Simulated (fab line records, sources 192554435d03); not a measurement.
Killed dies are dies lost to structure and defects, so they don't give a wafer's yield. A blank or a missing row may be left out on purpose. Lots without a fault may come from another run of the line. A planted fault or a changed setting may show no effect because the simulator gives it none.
Chamber matching | flow n5_finfet | N5_BEOL_M9_DEP_56 on pecvd-01: 3 sister chambers
The step deposits SiCN from 3MS/NH3, target thk 15 nm, time 26.5 s. 14 wafers are shown with their chamber, then 7 later ones without.

WAFERS WITH THEIR CHAMBER
wafer  | chamber | throttle_valve_pct (%) | showerhead_plenum_p_Torr (Torr) | rf_fwd_power_W (W)
L513.2 | 2       | 8.9                    | 3.672                           | 199.5
L513.4 | 0       | 9.6                    | 3.655                           | 200.6
L513.6 | 2       | 9.0                    | 3.674                           | 199.5
L514.1 | 1       | 8.8                    | 3.658                           | 201.3
L514.4 | 0       | 10.0                   | 3.653                           | 200.6
L514.5 | 1       | 8.6                    | 3.647                           | 201.0
L512.4 | 2       | 9.0                    | 3.679                           | 200.2
L512.5 | 0       | 9.6                    | 3.656                           | 199.9
L512.6 | 1       | 8.7                    | 3.655                           | 201.7
L515.3 | 2       | 8.9                    | 3.674                           | 199.2
L515.5 | 1       | 8.6                    | 3.654                           | 200.2
L515.6 | 2       | 8.8                    | 3.679                           | 199.7
L529.2 | 0       | 9.9                    | 3.655                           | 199.5
L529.5 | 1       | 8.7                    | 3.654                           | 201.0

SIGNATURES (means of the wafers above)
reading                  | chamber 0 | chamber 1 | chamber 2 | scatter within a chamber
throttle_valve_pct       | 9.775     | 8.680     | 8.920     | 0.129
showerhead_plenum_p_Torr | 3.65475   | 3.65360   | 3.67560   | 0.00318
rf_fwd_power_W           | 200.150   | 201.040   | 199.620   | 0.491
Rule: a wafer's distance from a chamber is the root of the sum, over the readings, of the square of ((its reading less the chamber's mean) divided by the reading's scatter). The wafer belongs to the nearest chamber; if the next one is less than 2 further off, it can't be placed. The scatter: the root of (the sum of the squares of (reading less its chamber's mean) over the shown wafers, divided by (wafers less chambers)).

WAFERS WITHOUT THEIR CHAMBER
wafer  | throttle_valve_pct (%) | showerhead_plenum_p_Torr (Torr) | rf_fwd_power_W (W)
L529.6 | 10.1                   | 3.662                           | 199.8
L530.1 | 8.5                    | 3.652                           | 200.8
L530.2 | 9.8                    | 3.667                           | 199.0
L530.3 | 8.7                    | 3.674                           | 199.8
L531.1 | 9.1                    | 3.679                           | 199.1
L531.2 | 8.9                    | 3.653                           | 201.5
L531.4 | 9.7                    | 3.648                           | 200.1

WHICH CHAMBER EACH WENT THROUGH
wafer  | from the rows above | in truth
L529.6 | 0                   | 0
L530.1 | 1                   | 1
L530.2 | 0                   | 0
L530.3 | 2                   | 2
L531.1 | 2                   | 2
L531.2 | 1                   | 1
L531.4 | 0                   | 0
Placed correctly: 7 of 7. Can't be placed from these rows: 0. Placed wrongly: 0.
